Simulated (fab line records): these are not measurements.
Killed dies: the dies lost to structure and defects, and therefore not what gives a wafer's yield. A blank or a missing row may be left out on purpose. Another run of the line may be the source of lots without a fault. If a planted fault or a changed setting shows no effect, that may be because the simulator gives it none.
A struck lot beside a sound one -- flow n5-finfet -- 36 out of 1938 route steps
Sound: the wafers L373.4, L373.5, L373.6. Struck: wafer L381.2. (L381.1, L381.5 of the same lot were not struck and are left out.) The cause comes at the end.
Per side, at each step with rows, come the tool, then ch with its chambers, and then its first start. Under that, the readings that differ: sound wafers -- struck wafers -- difference of the means -- sigmas: that difference in standard deviations of wafers without a fault.
alike: a reading whose means differ by less than 2 such deviations, as well as words and numbers matching on both sides. not compared: withheld readings; readings where some wafer has no value; bounds like >300 that might hide an equal value; numbers whose values overlap and for which the record gives no deviation.
The two part at a step that has a row with sigmas, a row that says differs or no value, or rows on one side only. Numbers that don't overlap but have no deviation are shown without sigmas and don't part them. A reading that every wafer of one side lacks parts them only if that side has two wafers or more.

first, 8 steps without rows for these wafers: N5_BEOL_M10_SPUTTER_48 (material Cu, target thk 12 nm, time 2 s); N5_BEOL_M10_ECD_50 (material Cu, target thk 318 nm); N5_BEOL_M10_ANNEAL_51 (time 90 s); N5_BEOL_M10_CMP_52 (polishes, stops on SiCOH lowk, t overpolish 7 s, target thk 140 nm); N5_BEOL_M10_PRE_CLEAN_55 (time 15 s); N5_BEOL_M10_DEP_56 (deposits SiCN from 3MS/NH3, target thk 15 nm, time 26.5 s); N5_BEOL_M11_ILD_DEP_00 (deposits SiCOH lowk from DEMS/porogen, target thk 308.51 nm, time 58 s); N5_BEOL_M11_CURE_71 (cures SiCOH lowk, time 240 s).
N5_BEOL_M11_PECVD_70: deposits SiO2 from TEOS/O2, target thk 20 nm, time 22.7 s.
  sound on pecvd-04 ch 0,1,2, day 11 23:27; struck on pecvd-04 ch 1, day 13 16:53
reading,sound,struck,difference,sigmas
model.SiO2_of_BEOL_M11_PECVD_70.thk-nm (nm),20.2 20.8 20.4,25.8,+5.3,
  alike: heater-power-w, showerhead-plenum-p-Torr, throttle-valve-pct
then, 24 steps without rows for these wafers: N5_BEOL_M11_HM_DEP_02 (deposits TiN, target thk 20 nm); N5_BEOL_M11_COAT_59 (time 60 s, resist thk 100 nm); N5_BEOL_M11_COAT_60 (time 60 s, resist thk 30 nm); N5_BEOL_M11_COAT_05 (resist thk 90 nm); N5_BEOL_M11_EBR_07; N5_BEOL_M11_SOFTBAKE_06 (time 60 s); N5_BEOL_M11_EXPOSE_08 (exposes mask M11); N5_BEOL_M11_PEB_09 (peb time 60 s); N5_BEOL_M11_DEVELOP_10 (develop time 30 s); N5_BEOL_M11_DESCUM_16 (chemistry O2, time 7.9 s); N5_BEOL_M11_ETCH_61 (etches SiARC in CF4, target depth 39 nm, time 65 s); N5_BEOL_M11_ETCH_62 (etches SOC in N2/H2, target depth 110 nm, overetch 22 nm, time 165 s); N5_BEOL_M11_STRIP_68 (strips in N2/H2); N5_BEOL_M11_STRIP_67 (strips in CF4); N5_BEOL_M11_HM_OPEN_17 (chemistry Cl2/BCl3, target TiN, target depth 20 nm, overetch 6 nm); N5_BEOL_M11_STRIP_19 (strips in O2); N5_BEOL_M11_COAT_63 (time 60 s, resist thk 100 nm); N5_BEOL_M11_COAT_64 (time 60 s, resist thk 30 nm); N5_BEOL_M11_COAT_22 (resist thk 90 nm); N5_BEOL_M11_EBR_24; N5_BEOL_M11_SOFTBAKE_23 (time 60 s); N5_BEOL_M11_EXPOSE_25 (exposes mask V10); N5_BEOL_M11_PEB_26 (peb time 60 s); N5_BEOL_M11_DEVELOP_27 (develop time 30 s).
N5_BEOL_M11_HM_STRIP_39: strips TiN in peroxide tin strip, target depth 25 nm, time 158 s.
  sound on wet-bench-01 ch 1,2,7, day 12 02:59; struck on wet-bench-04 ch 6, day 13 21:41
reading,sound,struck,difference,sigmas
model.SiO2_of_BEOL_M11_PECVD_70.thk-nm (nm),20 20.6 20.2,25.6,+5.3,
N5_BEOL_M11_CMP_52: polishes, stops on SiCOH lowk, t overpolish 7 s, target thk 140 nm.
  sound on cmp-03 ch 1,2, day 12 05:52; struck on cmp-04 ch 0, day 13 23:40
reading,sound,struck,difference,sigmas
barrier-field-endpoint-s (s),30.7 32.3 30.1,36.1,+5.1,+6
  alike: motor-current-A
N5_PASSIVATION_PROBE_49:
  the record holds rows for the sound wafers here (prober-01, day 13 19:48) but none for the struck ones

== WHERE THEY PART ==
First at N5_BEOL_M11_CMP_52; last, within this record, at N5_PASSIVATION_PROBE_49.

WHY: what the simulator had put in
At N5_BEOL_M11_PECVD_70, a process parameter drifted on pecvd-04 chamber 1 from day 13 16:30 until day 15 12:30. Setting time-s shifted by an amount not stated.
